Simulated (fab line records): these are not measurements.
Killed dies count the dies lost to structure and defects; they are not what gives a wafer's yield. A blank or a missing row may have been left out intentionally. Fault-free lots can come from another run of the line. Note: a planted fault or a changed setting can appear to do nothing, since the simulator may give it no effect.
Chamber matching -- flow n5_finfet -- N5_BEOL_M9_ETCH_62 on rie_diel-01 has 4 sister chambers
The step etches SOC in N2/H2, target depth 110 nm, overetch 22 nm, time 165 s. 4 wafers are shown with their chamber, then 8 later ones without.

== WAFERS WITH THEIR CHAMBER ==
wafer,chamber,showerhead_plenum_p_Torr (Torr)
L083.3,1,2.69
L083.5,3,2.48
L083.6,0,2.55
L093.1,2,2.59

== WAFERS WHOSE CHAMBER IS MISSING ==
wafer,showerhead_plenum_p_Torr (Torr)
L093.5,2.54
L093.6,2.68
L095.2,2.54
L095.3,2.59
L095.4,2.46
L097.1,2.67
L097.2,2.46
L097.3,2.59

== EACH ONE'S CHAMBER ==
wafer,from the rows above,in truth
L093.5,0,0
L093.6,1,1
L095.2,0,0
L095.3,2,2
L095.4,3,3
L097.1,1,1
L097.2,3,3
L097.3,2,2
8 of 8 placed correctly. From these rows, 0 cannot be placed. 0 placed wrongly.
How it was worked out, from the rows above alone: a wafer's distance from a chamber is the root of the sum, over the readings, of the square of ((its reading less the chamber's mean) divided by the reading's scatter). If the next closest chamber is less than 2 further off than the closest, the wafer can't be placed; otherwise it belongs to the closest. For every chamber, the mean is computed from those of its wafers that are shown. The scatter: with one shown wafer a chamber, the root of the mean of the squares of how far each hidden wafer lies from its nearest shown one.
